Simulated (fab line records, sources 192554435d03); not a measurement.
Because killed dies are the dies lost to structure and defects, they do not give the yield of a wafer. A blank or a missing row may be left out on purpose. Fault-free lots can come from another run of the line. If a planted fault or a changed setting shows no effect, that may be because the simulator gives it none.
8D (eight disciplines) problem report, filled in by code    flow n5 finfet    the parts of the form that need people (team, actions taken, sign-off) are left out

1. THE ISSUE
spin speed rpm at N5_PMOS_HMC_CHANNEL_EPI_COAT_31 reads a mean of 1533.9 rpm on 6 wafers of 2 lots; wafers without a fault read 1500.1 rpm with a standard deviation of 0.92. That is +37 standard deviations from the usual mean.
The step: time 60 s, resist thk 66 nm.
First observed at day 5 23:24: wafer L307.4, on litho track-02. At this step, 27 wafers from 9 lots have a number in the record. By rule, "out" or "out of limits" means more than 4 standard deviations away from the usual mean. The rest of the wafers with a number are treated as sound.

2. WHAT IT IS; WHAT IT IS NOT
question                     is                      is not
which readings at this step  spin speed rpm          resist line temp C
which lots                   L307, L310              L290, L292, L297, L300, L301, L302, L313
which wafers of those lots   all that have a number  -
read on which tools          litho track-02          litho track-01, litho track-03
when                         from day 5 23:24        up to then (18 sound wafers); but 3 sound wafers of L313 came after

3. THE SUSPECTS, EACH WITH WHAT RULES IT OUT
Counting: any tool at a process step up to the reading is kept as a suspect provided that every lot that is out went through it and no sound lot did after the first of them.
- litho track-02 at N5_PMOS_HMC_CHANNEL_EPI_COAT_31 (time 60 s, resist thk 66 nm): kept. All lots that are out passed through it, beginning with L307 at day 5 23:24, and no sound lot followed; its final sound lot before that point was L301 at day 4 11:25. Its own readings are out on those wafers: spin speed rpm.
The count leaves litho track-02 at N5_PMOS_HMC_CHANNEL_EPI_COAT_31.

4. THE CAUSE (what the simulator had put in)
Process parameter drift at N5_PMOS_HMC_CHANNEL_EPI_COAT_31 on litho track-02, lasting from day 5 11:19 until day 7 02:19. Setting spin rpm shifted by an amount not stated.
Counting left only this tool.

5. THE CHAIN OF EFFECTS, in route order
One row per reading whose mean, taken over the struck wafers that have a number, lies over 3 standard deviations from the usual. Only readings for which the record gives a usual standard deviation are gone through. hours: the time from each lot's start at the first step in this table that gives one to its start at this step, as a median over the lots. sigmas: the change in usual standard deviations.
hours  step                             reading         usual       on struck wafers  change  sigmas
0      N5_PMOS_HMC_CHANNEL_EPI_COAT_31  spin speed rpm  1500.1 rpm  1533.9            +33.8   +37
It contains these process steps:
- N5_PMOS_HMC_CHANNEL_EPI_COAT_31: time 60 s, resist thk 66 nm.
Later steps that measure or inspect, where all struck wafers having a row at the step show a number for every such reading and not one has moved that far: N5_PMOS_HMC_CHANNEL_EPI_CD_MEAS_09, N5_BEOL_M4_RC_MEAS_101.

6. WHAT WOULD HAVE CAUGHT IT SOONER
In this record the first reading out of limits was taken at day 5 23:24, 12 hours after the fault began at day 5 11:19.
